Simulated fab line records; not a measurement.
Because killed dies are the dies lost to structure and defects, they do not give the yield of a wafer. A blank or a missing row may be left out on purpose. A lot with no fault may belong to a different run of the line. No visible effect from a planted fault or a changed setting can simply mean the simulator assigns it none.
Which tool is to blame?	flow nandHarc	Sampling: 21 lots, 63 wafers, 6 of 1302 route steps

WHAT EACH GAUGE READ, for each wafer
No reading from a measuring or inspecting step in the record can be judged against a usual standard deviation.

EACH LOT AND THE TOOL THAT RAN IT (in order: tool; ch and the chambers of the sampled wafers; start)
lot	NHARC_A_STAIRCASE_TRIM_222	NHARC_A_STAIRCASE_TRIM_224	NHARC_A_STAIRCASE_TRIM_235	NHARC_A_STAIRCASE_DESCUM_270	NHARC_A_STAIRCASE_ETCH_271	NHARC_A_STAIRCASE_ETCH_273
L074	rieDiel-06 ch 2,3, day 16 17:01 or earlier	rieDiel-06 ch 0,1,2, day 16 17:01 or earlier	rieDiel-09 ch 1,2, day 16 17:01 or earlier	rieDiel-02 ch 0,1,3, day 16 17:01	rieDiel-02 ch 1,2,3, day 16 17:06	rieDiel-02 ch 0,1,3, no start
L075	rieDiel-02 ch 0,1,2, day 16 18:49 or earlier	rieDiel-02 ch 0,1, day 16 18:49 or earlier	rieDiel-09 ch 0,1,3, day 16 18:49 or earlier	rieDiel-06 ch 0,3, day 16 18:49	rieDiel-06 ch 0,3, day 16 18:53	rieDiel-06 ch 1,3, no start
L076	rieDiel-09 ch 0,2, day 17 14:31 or earlier	rieDiel-09 ch 0,1,3, day 17 14:31 or earlier	rieDiel-06 ch 1,2,3, day 17 14:31 or earlier	rieDiel-09 ch 2,3, day 17 14:31	rieDiel-09 ch 2,3, day 17 14:40	rieDiel-09 ch 0,1,2, no start
L078	rieDiel-02 ch 0,1,3, day 17 18:26 or earlier	rieDiel-02 ch 1,2,3, day 17 18:26 or earlier	rieDiel-06 ch 0,1, day 17 18:26 or earlier	rieDiel-09 ch 0,1, day 17 18:26	rieDiel-09 ch 1,2,3, day 17 18:32	rieDiel-09 ch 2,3, no start
L077	rieDiel-06 ch 2,3, day 18 02:07 or earlier	rieDiel-06 ch 0,3, day 18 02:07 or earlier	rieDiel-06 ch 0,2,3, day 18 02:07 or earlier	rieDiel-02 ch 0,3, day 18 02:07	rieDiel-02 ch 0,1, day 18 02:11	rieDiel-02 ch 0,1,2, no start
L080	rieDiel-06 ch 2,3, day 18 11:11 or earlier	rieDiel-06 ch 0,1,3, day 18 11:11 or earlier	rieDiel-02 ch 0,2, day 18 11:11 or earlier	rieDiel-06 ch 0,2,3, day 18 11:11	rieDiel-06 ch 1,3, day 18 11:17	rieDiel-06 ch 0,3, no start
L079	rieDiel-09 ch 0,1,2, day 18 11:20 or earlier	rieDiel-09 ch 1,3, day 18 11:20 or earlier	rieDiel-02 ch 1,2,3, day 18 11:20 or earlier	rieDiel-02 ch 2,3, day 18 11:20	rieDiel-02 ch 2,3, day 18 11:26	rieDiel-02 ch 0,3, no start
L082	rieDiel-02 ch 0,1,2, day 19 11:30 or earlier	rieDiel-02 ch 0,1,2, day 19 11:30 or earlier	rieDiel-02 ch 1,2,3, day 19 11:30 or earlier	rieDiel-09 ch 0,1,2, day 19 11:30	rieDiel-09 ch 1,2,3, day 19 11:35	rieDiel-09 ch 0,1,3, no start
L081	rieDiel-09 ch 1,2,3, day 19 11:49 or earlier	rieDiel-09 ch 0,2,3, day 19 11:49 or earlier	rieDiel-02 ch 0,1,2, day 19 11:49 or earlier	rieDiel-06 ch 0,2,3, day 19 11:49	rieDiel-06 ch 0,1,2, day 19 11:55	rieDiel-06 ch 0,1,2, no start
L083	rieDiel-02 ch 0,1,3, day 19 22:40 or earlier	rieDiel-02 ch 1,2,3, day 19 22:40 or earlier	rieDiel-09 ch 0,1,3, day 19 22:40 or earlier	rieDiel-06 ch 0,2,3, day 19 22:40	rieDiel-06 ch 1,2,3, day 19 22:47	rieDiel-06 ch 0,2, no start
L084	rieDiel-02 ch 0,1, day 20 21:13 or earlier	rieDiel-02 ch 1,2,3, day 20 21:13 or earlier	rieDiel-02 ch 0,2, day 20 21:13 or earlier	rieDiel-09 ch 1,3, day 20 21:13	rieDiel-09 ch 1,3, day 20 21:18	rieDiel-09 ch 0,1, no start
L085	rieDiel-06 ch 0,3, day 20 21:22 or earlier	rieDiel-06 ch 2,3, day 20 21:22 or earlier	rieDiel-06 ch 0,1,3, day 20 21:22 or earlier	rieDiel-06 ch 0,3, day 20 21:22	rieDiel-06 ch 0,2,3, day 20 21:27	rieDiel-06 ch 1,2,3, no start
L086	rieDiel-06 ch 0,2,3, day 21 01:16 or earlier	rieDiel-06 ch 1,2,3, day 21 01:16 or earlier	rieDiel-06 ch 1,2,3, day 21 01:16 or earlier	rieDiel-02 ch 1,2,3, day 21 01:16	rieDiel-02 ch 2,3, day 21 01:22	rieDiel-02 ch 1,3, no start
L088	rieDiel-06 ch 1,2,3, day 22 06:23 or earlier	rieDiel-06 ch 1,2,3, day 22 06:23 or earlier	rieDiel-02 ch 1,2,3, day 22 06:23 or earlier	rieDiel-06 ch 0,1, day 22 06:23	rieDiel-06 ch 2,3, day 22 06:31	rieDiel-06 ch 1,2,3, no start
L089	rieDiel-06 ch 2,3, day 22 11:43 or earlier	rieDiel-06 ch 0,2, day 22 11:43 or earlier	rieDiel-06 ch 0,3, day 22 11:43 or earlier	rieDiel-06 ch 1,3, day 22 11:43	rieDiel-06 ch 1,2,3, day 22 11:47	rieDiel-06 ch 1,2, no start
L090	rieDiel-02 ch 0,1, day 22 15:21 or earlier	rieDiel-02 ch 0,1,2, day 22 15:21 or earlier	rieDiel-02 ch 0,1, day 22 15:21 or earlier	rieDiel-06 ch 0,1, day 22 15:21	rieDiel-06 ch 0,2,3, day 22 15:28	rieDiel-06 ch 0,1,3, no start
L087	rieDiel-06 ch 1,3, day 22 17:15 or earlier	rieDiel-06 ch 0,1,2, day 22 17:15 or earlier	rieDiel-02 ch 0,2,3, day 22 17:15 or earlier	rieDiel-02 ch 0,1,2, day 22 17:15	rieDiel-02 ch 0,2, day 22 17:20	rieDiel-02 ch 2,3, no start
L091	rieDiel-09 ch 0,3, day 23 18:03 or earlier	rieDiel-09 ch 0,1,3, day 23 18:03 or earlier	rieDiel-02 ch 0,2,3, day 23 18:03 or earlier	rieDiel-06 ch 0,2,3, day 23 18:03	rieDiel-06 ch 1,2,3, day 23 18:08	rieDiel-06 ch 0,1,3, no start
L093	rieDiel-02 ch 0,1,3, day 24 06:23 or earlier	rieDiel-02 ch 0,1,3, day 24 06:23 or earlier	rieDiel-09 ch 1,2,3, day 24 06:23 or earlier	rieDiel-09 ch 1,2,3, day 24 06:23	rieDiel-09 ch 0,1,2, day 24 06:28	rieDiel-09 ch 0,2,3, no start
L094	rieDiel-06 ch 0,3, day 25 01:02 or earlier	rieDiel-06 ch 0,1,3, day 25 01:02 or earlier	rieDiel-06 ch 0,1, day 25 01:02 or earlier	rieDiel-09 ch 1,2, day 25 01:02	rieDiel-09 ch 0,1, day 25 01:08	rieDiel-09 ch 0,1,3, no start
L095	rieDiel-09 ch 0,1,3, day 25 09:58 or earlier	rieDiel-09 ch 1,2,3, day 25 09:58 or earlier	rieDiel-09 ch 0,1,3, day 25 09:58 or earlier	rieDiel-06 ch 0,1,3, day 25 09:58	rieDiel-06 ch 0,1,2, day 25 10:04	rieDiel-06 ch 1,2,3, no start
- NHARC_A_STAIRCASE_TRIM_222: chemistry O2, time 211.2 s.
- NHARC_A_STAIRCASE_TRIM_224: chemistry O2, time 211.2 s.
- NHARC_A_STAIRCASE_TRIM_235: chemistry O2, time 211.2 s.
- NHARC_A_STAIRCASE_DESCUM_270: chemistry O2, time 3 s.
- NHARC_A_STAIRCASE_ETCH_271: etches the open film in CF4/CHF3.
- NHARC_A_STAIRCASE_ETCH_273: etches the open film in C4F8/O2/Ar, target depth 10200 nm, time 2468.6 s.

WHAT THE TOOLS THEMSELVES READ (means of the sampled wafers that have a number; where no wafer has one, the mark that the record gives instead)
NHARC_A_STAIRCASE_TRIM_222. Usual: drypumpMotorCurrentA 5.6 A, standard deviation 0.32; oesProductAu 1.000 a.u., standard deviation 0.008; rfVppV 57.8 V, standard deviation 0.88; showerheadPlenumPTorr 3.54 Torr, standard deviation 0.15; throttleValvePct 17.036 %, standard deviation 0.0085.
lot	tool	drypumpMotorCurrentA (A)	oesProductAu (a.u.)	rfVppV (V)	showerheadPlenumPTorr (Torr)	throttleValvePct (%)	flag
L074	rieDiel-06	5.8	0.989	59.0	3.69	17.030	
L075	rieDiel-02	5.5	1.007	57.7	3.45	17.028	
L076	rieDiel-09	5.8	1.004	57.5	3.60	17.039	
L078	rieDiel-02	5.3	0.994	57.0	3.33	17.030	
L077	rieDiel-06	5.8	1.007	57.7	3.64	17.042	
L080	rieDiel-06	5.8	1.002	58.1	3.69	17.036	
L079	rieDiel-09	5.8	1.014	57.8	3.62	17.033	
L082	rieDiel-02	5.6	1.000	57.4	3.44	17.032	
L081	rieDiel-09	5.6	0.996	58.0	3.58	17.039	
L083	rieDiel-02	5.3	0.994	57.1	3.51	17.036	
L084	rieDiel-02	5.4	1.007	57.9	3.37	17.034	
L085	rieDiel-06	6.0	0.997	58.1	3.57	17.026	
L086	rieDiel-06	6.0	1.006	58.1	3.60	17.032	
L088	rieDiel-06	5.6	1.002	57.6	3.54	17.040	
L089	rieDiel-06	5.7	0.999	58.9	3.67	17.032	
L090	rieDiel-02	5.4	0.999	57.3	3.36	17.040	
L087	rieDiel-06	5.5	0.992	57.2	3.41	17.033	
L091	rieDiel-09	5.6	0.997	57.9	3.59	17.030	
L093	rieDiel-02	5.3	0.987	57.8	3.49	17.036	
L094	rieDiel-06	5.9	1.014	58.3	3.55	17.042	
L095	rieDiel-09	5.5	0.996	57.5	3.61	17.038	

NHARC_A_STAIRCASE_TRIM_224. Usual: drypumpMotorCurrentA 5.6 A, standard deviation 0.32; oesProductAu 1.002 a.u., standard deviation 0.0068; rfVppV 57.9 V, standard deviation 0.87; showerheadPlenumPTorr 3.53 Torr, standard deviation 0.15; throttleValvePct 17.037 %, standard deviation 0.01.
lot	tool	drypumpMotorCurrentA (A)	oesProductAu (a.u.)	rfVppV (V)	showerheadPlenumPTorr (Torr)	throttleValvePct (%)	flag
L074	rieDiel-06	5.8	1.008	58.2	3.54	17.042	
L075	rieDiel-02	5.5	1.004	57.8	3.37	17.035	
L076	rieDiel-09	5.6	1.009	58.7	3.64	17.035	
L078	rieDiel-02	5.5	0.994	58.0	3.40	17.039	
L077	rieDiel-06	6.1	1.010	57.4	3.55	17.031	
L080	rieDiel-06	5.8	1.000	57.4	3.49	17.047	
L079	rieDiel-09	5.4	1.000	58.1	3.60	17.036	
L082	rieDiel-02	5.6	0.999	56.8	3.44	17.032	
L081	rieDiel-09	5.6	1.001	58.4	3.55	17.050	
L083	rieDiel-02	5.5	1.004	58.1	3.58	17.040	
L084	rieDiel-02	5.5	1.002	58.2	3.57	17.040	
L085	rieDiel-06	5.8	1.000	57.4	3.63	17.034	
L086	rieDiel-06	5.6	1.005	58.5	3.54	17.047	
L088	rieDiel-06	5.6	1.002	57.7	3.54	17.039	
L089	rieDiel-06	6.1	0.996	58.2	3.58	17.055	
L090	rieDiel-02	5.6	1.004	57.6	3.43	17.033	
L087	rieDiel-06	5.8	0.998	58.2	3.51	17.037	
L091	rieDiel-09	5.6	0.997	58.8	3.62	17.048	
L093	rieDiel-02	5.3	1.006	57.6	3.49	17.044	
L094	rieDiel-06	5.8	1.005	58.2	3.46	17.032	
L095	rieDiel-09	5.6	0.992	58.6	3.55	17.028	

NHARC_A_STAIRCASE_TRIM_235. Usual: drypumpMotorCurrentA 5.6 A, standard deviation 0.31; oesProductAu 1.000 a.u., standard deviation 0.0073; rfVppV 57.9 V, standard deviation 0.97; showerheadPlenumPTorr 3.54 Torr, standard deviation 0.15; throttleValvePct 17.036 %, standard deviation 0.008.
lot	tool	drypumpMotorCurrentA (A)	oesProductAu (a.u.)	rfVppV (V)	showerheadPlenumPTorr (Torr)	throttleValvePct (%)	flag
L074	rieDiel-09	5.8	0.993	57.1	3.57	17.036	
L075	rieDiel-09	5.6	1.008	58.8	3.64	17.037	
L076	rieDiel-06	5.6	1.001	58.6	3.56	17.032	
L078	rieDiel-06	5.6	1.010	57.4	3.40	17.044	
L077	rieDiel-06	5.9	0.998	57.5	3.62	17.043	
L080	rieDiel-02	5.5	1.001	57.6	3.46	17.038	
L079	rieDiel-02	5.5	0.993	57.6	3.58	17.041	
L082	rieDiel-02	5.5	0.991	58.2	3.58	17.032	
L081	rieDiel-02	5.5	0.992	57.1	3.44	17.026	
L083	rieDiel-09	5.6	0.999	57.7	3.63	17.047	
L084	rieDiel-02	5.5	1.002	58.2	3.51	17.039	
L085	rieDiel-06	5.8	0.998	57.7	3.48	17.038	
L086	rieDiel-06	5.6	1.006	57.8	3.54	17.029	
L088	rieDiel-02	5.5	0.999	57.7	3.57	17.042	
L089	rieDiel-06	6.1	0.997	57.5	3.53	17.036	
L090	rieDiel-02	5.5	1.008	58.4	3.35	17.039	
L087	rieDiel-02	5.4	0.996	57.8	3.58	17.034	
L091	rieDiel-02	5.4	0.993	58.3	3.57	17.032	
L093	rieDiel-09	5.5	0.988	58.4	3.56	17.040	
L094	rieDiel-06	5.6	1.001	56.8	3.37	17.033	
L095	rieDiel-09	5.5	1.002	58.0	3.61	17.039	

NHARC_A_STAIRCASE_DESCUM_270. Usual: drypumpMotorCurrentA 5.6 A, standard deviation 0.33; oesProductAu 1.001 a.u., standard deviation 0.0077; rfVppV 57.8 V, standard deviation 0.95; showerheadPlenumPTorr 1.92 Torr, standard deviation 0.087; throttleValvePct 11.311 %, standard deviation 0.0096.
lot	tool	drypumpMotorCurrentA (A)	oesProductAu (a.u.)	rfVppV (V)	showerheadPlenumPTorr (Torr)	throttleValvePct (%)	flag
L074	rieDiel-02	5.3	1.001	57.4	1.80	11.316	
L075	rieDiel-06	5.9	1.002	58.0	1.95	11.300	
L076	rieDiel-09	5.6	1.002	57.2	1.90	11.315	
L078	rieDiel-09	5.7	1.012	58.2	2.02	11.300	
L077	rieDiel-02	5.2	0.998	57.9	2.00	11.304	
L080	rieDiel-06	5.9	0.996	57.9	1.96	11.310	
L079	rieDiel-02	5.3	0.993	58.9	2.04	11.305	
L082	rieDiel-09	5.8	0.998	57.3	1.96	11.316	
L081	rieDiel-06	5.9	1.005	57.9	1.96	11.315	
L083	rieDiel-06	5.9	0.995	58.2	1.96	11.311	
L084	rieDiel-09	5.5	1.010	58.4	1.98	11.311	
L085	rieDiel-06	6.1	1.011	57.4	1.92	11.311	
L086	rieDiel-02	5.5	1.008	57.1	1.94	11.314	
L088	rieDiel-06	5.6	0.999	56.8	1.83	11.307	
L089	rieDiel-06	5.6	1.007	58.1	1.89	11.311	
L090	rieDiel-06	5.6	0.997	57.7	1.83	11.309	
L087	rieDiel-02	5.5	0.994	58.0	1.85	11.307	
L091	rieDiel-06	5.9	0.997	57.9	1.95	11.312	
L093	rieDiel-09	5.6	1.000	57.1	1.93	11.324	
L094	rieDiel-09	5.6	0.995	56.4	1.96	11.316	
L095	rieDiel-06	5.8	0.999	57.3	1.87	11.309	

NHARC_A_STAIRCASE_ETCH_271. Usual: drypumpMotorCurrentA 5.6 A, standard deviation 0.31; oesProductAu 0.954 a.u., standard deviation 0.022; rfVppV 370.6 V, standard deviation 2.4; showerheadPlenumPTorr 1.58 Torr, standard deviation 0.067; throttleValvePct 16.804 %, standard deviation 0.0094.
lot	tool	drypumpMotorCurrentA (A)	oesProductAu (a.u.)	rfVppV (V)	showerheadPlenumPTorr (Torr)	throttleValvePct (%)	flag
L074	rieDiel-02	5.5	0.926	367.7	1.52	16.797	
L075	rieDiel-06	6.1	0.961	370.7	1.59	16.796	
L076	rieDiel-09	5.6	0.956	369.6	1.56	16.804	
L078	rieDiel-09	5.6	0.949	370.9	1.60	16.800	
L077	rieDiel-02	5.4	0.967	368.3	1.51	16.804	
L080	rieDiel-06	5.6	0.924	370.8	1.56	16.801	
L079	rieDiel-02	5.5	0.957	372.6	1.63	16.805	
L082	rieDiel-09	5.5	0.971	370.8	1.59	16.803	
L081	rieDiel-06	5.8	0.934	369.2	1.57	16.813	
L083	rieDiel-06	5.6	0.952	370.5	1.58	16.802	
L084	rieDiel-09	5.5	0.969	372.7	1.63	16.805	
L085	rieDiel-06	5.9	0.968	371.6	1.61	16.808	
L086	rieDiel-02	5.3	0.917	372.6	1.66	16.807	
L088	rieDiel-06	5.8	0.966	371.7	1.62	16.798	
L089	rieDiel-06	5.6	0.971	370.9	1.58	16.803	
L090	rieDiel-06	5.9	0.929	371.3	1.61	16.801	
L087	rieDiel-02	5.5	0.966	370.7	1.56	16.808	
L091	rieDiel-06	5.6	0.933	370.2	1.57	16.801	
L093	rieDiel-09	5.7	0.922	371.5	1.60	16.806	
L094	rieDiel-09	5.7	0.954	371.8	1.63	16.807	
L095	rieDiel-06	5.8	0.965	368.6	1.56	16.809	

NHARC_A_STAIRCASE_ETCH_273. Usual: oesProductAu 0.938 a.u., standard deviation 0.01; rfVppV 1827 V, standard deviation 11.
lot	tool	oesProductAu (a.u.)	rfVppV (V)	flag
L074	rieDiel-02	0.922	1813	
L075	rieDiel-06	0.945	1825	
L076	rieDiel-09	0.940	1834	
L078	rieDiel-09	0.936	1825	
L077	rieDiel-02	0.934	1821	
L080	rieDiel-06	0.930	1830	
L079	rieDiel-02	0.936	1836	
L082	rieDiel-09	0.946	1834	
L081	rieDiel-06	0.940	1826	
L083	rieDiel-06	0.937	1836	
L084	rieDiel-09	0.925	1837	
L085	rieDiel-06	0.954	1828	
L086	rieDiel-02	0.930	1825	
L088	rieDiel-06	0.942	1827	
L089	rieDiel-06	0.943	1821	
L090	rieDiel-06	0.933	1823	
L087	rieDiel-02	0.953	1840	
L091	rieDiel-06	0.936	1821	
L093	rieDiel-09	0.929	1828	
L094	rieDiel-09	0.928	1832	
L095	rieDiel-06	0.944	1825	

THE ANSWER, worked out from the rows above alone
Rule: take the mean of a lot's wafers that have a number; if it is more than 3 standard deviations from the usual mean, the lot is off. Also off: a lot with no number at a reading for which 4 or more lots have one. The other lots that the step has rows for count as sound. After the gauges, taken in route order, come the tools' own readings; for these a lot's mean is taken, as printed above. At the first step where some lot is off, the reading lying furthest off is the one used; lots without a number count as furthest.
No lot is off on any of the readings shown, so nothing can be concluded from this.

WHAT HAD BEEN PUT IN BY THE SIMULATOR
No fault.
